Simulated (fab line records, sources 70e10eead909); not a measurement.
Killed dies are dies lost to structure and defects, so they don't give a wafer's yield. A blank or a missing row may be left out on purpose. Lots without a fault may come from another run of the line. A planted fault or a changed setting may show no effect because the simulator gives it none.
Chamber matching | flow nand_harc | NHARC_A_STAIRCASE_TRIM_12 on rie_diel-06: 4 sister chambers
The step chemistry O2, time 211.2 s. 4 wafers are shown with their chamber, then 11 later ones without.

WAFERS WITH THEIR CHAMBER
wafer  | chamber | showerhead_plenum_p_Torr (Torr)
L084.6 | 0       | 3.75
L087.4 | 2       | 3.39
L087.6 | 3       | 3.57
L092.4 | 1       | 3.47

WAFERS WITHOUT THEIR CHAMBER
wafer  | showerhead_plenum_p_Torr (Torr)
L092.5 | 3.47
L092.6 | 3.74
L096.2 | 3.46
L096.3 | 3.56
L096.4 | 3.38
L095.3 | 3.46
L095.5 | 3.73
L095.6 | 3.55
L097.1 | 3.55
L097.2 | 3.73
L097.5 | 3.46

WHICH CHAMBER EACH WENT THROUGH
wafer  | from the rows above | in truth
L092.5 | 1                   | 1
L092.6 | 0                   | 0
L096.2 | 1                   | 1
L096.3 | 3                   | 3
L096.4 | 2                   | 2
L095.3 | 1                   | 1
L095.5 | 0                   | 0
L095.6 | 3                   | 3
L097.1 | 3                   | 3
L097.2 | 0                   | 0
L097.5 | 1                   | 1
Placed correctly: 11 of 11. Can't be placed from these rows: 0. Placed wrongly: 0.
How it was worked out, from the rows above alone: a wafer's distance from a chamber is the root of the sum, over the readings, of the square of ((its reading less the chamber's mean) divided by the reading's scatter). The wafer belongs to the nearest chamber; if the next one is less than 2 further off, it can't be placed. A chamber's mean is the mean of its shown wafers. The scatter: with one shown wafer a chamber, the root of the mean of the squares of how far each hidden wafer lies from its nearest shown one.
